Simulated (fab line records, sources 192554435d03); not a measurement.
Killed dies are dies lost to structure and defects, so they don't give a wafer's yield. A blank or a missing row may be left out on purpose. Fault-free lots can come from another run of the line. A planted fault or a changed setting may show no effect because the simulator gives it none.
Comparing a struck lot with a sound one	flow n5-finfet	15 steps out of a route of 1938
Sound: the wafers L817.2, L817.3, L817.5. Struck: wafers L826.4, L826.6. (L826.5 of the same lot was not struck and is left out.) The cause comes at the end.
Each step with rows lists, per side, the tool, then ch with its chambers, then its first start. Under that, the readings that differ: sound wafers	struck wafers	difference of the means	sigmas: that difference in standard deviations of wafers without a fault.
alike: readings whose means differ by less than 2 such deviations, and words and numbers that are the same on both sides. not compared: withheld readings, readings that some wafer has no value for, bounds like >300 that may hide the same value, and numbers for which the record gives no deviation and whose values overlap.
Wherever a step has rows on one side only, a row that says differs or no value, or a row with sigmas, the two part there. When numbers do not overlap yet have no deviation, they are printed without sigmas and do not part them. A reading missing from all wafers of one side parts the sides only when that side holds two or more wafers.

first, 8 steps without rows for these wafers: N5_BEOL_M5_COAT_60 (time 60 s, resist thk 12 nm); N5_BEOL_M5_COAT_71 (time 60 s, resist thk 5 nm); N5_BEOL_M5_COAT_05 (resist thk 30 nm); N5_BEOL_M5_EBR_07; N5_BEOL_M5_SOFTBAKE_06 (time 60 s); N5_BEOL_M5_EXPOSE_08 (exposes mask M5, target cd 28 nm); N5_BEOL_M5_PEB_09 (peb time 60 s); N5_BEOL_M5_DEVELOP_10 (develop time 30 s).
N5_BEOL_M5_CD_MEAS_11: the cd target is 27.74 nm.
  sound on cd-sem-01 ch 0, day 8 18:46; struck on cd-sem-03 ch 0, day 11 15:35
  alike: cd-nm
N5_BEOL_M5_OVL_MEAS_12:
  sound on overlay-01 ch 0, day 8 18:49; struck on overlay-01 ch 0, day 11 15:38
  alike: M5_OVL
N5_BEOL_M5_INSPECT_13: inspects for defects (brightfield).
  struck on defect-inspect-02, day 11 15:41; sound on defect-inspect-01, day 8 18:52
  alike: raw-defect-count
N5_BEOL_M5_DESCUM_16: chemistry O2, time 7 s.
  sound on rie-diel-06 ch 0,2, day 8 18:53; struck on rie-diel-06 ch 1, day 11 16:04
reading	sound	struck	difference	sigmas
showerhead-plenum-p-Torr (Torr)	2.03 2.10 2.10	1.96 1.96	-0.12	-2
  alike: drypump-motor-current-A, oes-product-au, rf-fwd-power-W, rf-vpp-V, throttle-valve-pct
  not compared: rf-hours-counter-h
N5_BEOL_M5_ETCH_72: etches underlayer in N2/H2, target depth 6.5 nm, time 5.2 s.
  sound on rie-diel-06 ch 0,2, day 8 18:56; struck on rie-diel-06 ch 1, day 11 16:06
reading	sound	struck	difference	sigmas
bias-w (W)	150.2 149.4 149.0	144.3 144.3	-5.2	-10
etch-rf-on-time-s (s)	5.25 5.10 5.05	5.43 5.41	+0.29	+3
rf-vpp-V (V)	518.3 524.1 525.8	506.8 505.0	-16.8	-8
  alike: drypump-motor-current-A, oes-product-au, rf-fwd-power-W, showerhead-plenum-p-Torr, throttle-valve-pct
  not compared: rf-hours-counter-h
N5_BEOL_M5_ETCH_61: etches SiARC in CF4, target depth 15.6 nm, time 26 s.
  sound on rie-diel-06 ch 0,2, day 8 18:56; struck on rie-diel-06 ch 1, day 11 16:07
reading	sound	struck	difference	sigmas
showerhead-plenum-p-Torr (Torr)	2.09 2.14 2.14	2.05 2.05	-0.07	-2
  alike: bias-w, drypump-motor-current-A, etch-rf-on-time-s, oes-product-au, rf-fwd-power-W, rf-vpp-V, throttle-valve-pct
  not compared: rf-hours-counter-h
-- a jump in the record: the struck wafers' starts before and after are 4 days apart (it breaks off in module BEOL_M5 and resumes in module PASSIVATION, where the first step shown is number 1936 of the route) --
N5_PASSIVATION_PROBE_49:
  struck on prober-01, day 15 15:43; sound on prober-01, day 13 06:09
  alike: defect-limited-yield, killed_at_M0_to_M3, killed_at_M4_up, killed-at-contacts, killed-at-front-end, killed-at-other, killed-dies, killed-on-rim, killed-open, killed-short, sort_bin_5_function, sort_bin_6_memory, sort-n-pass, sort-yield-pct

WHERE THEY PART
At N5_BEOL_M5_DESCUM_16 first; at N5_BEOL_M5_ETCH_61 last (within this record only). Later steps at which nothing parts them and some readings are alike: N5_PASSIVATION_PROBE_49.

WHY: whatever the simulator had introduced
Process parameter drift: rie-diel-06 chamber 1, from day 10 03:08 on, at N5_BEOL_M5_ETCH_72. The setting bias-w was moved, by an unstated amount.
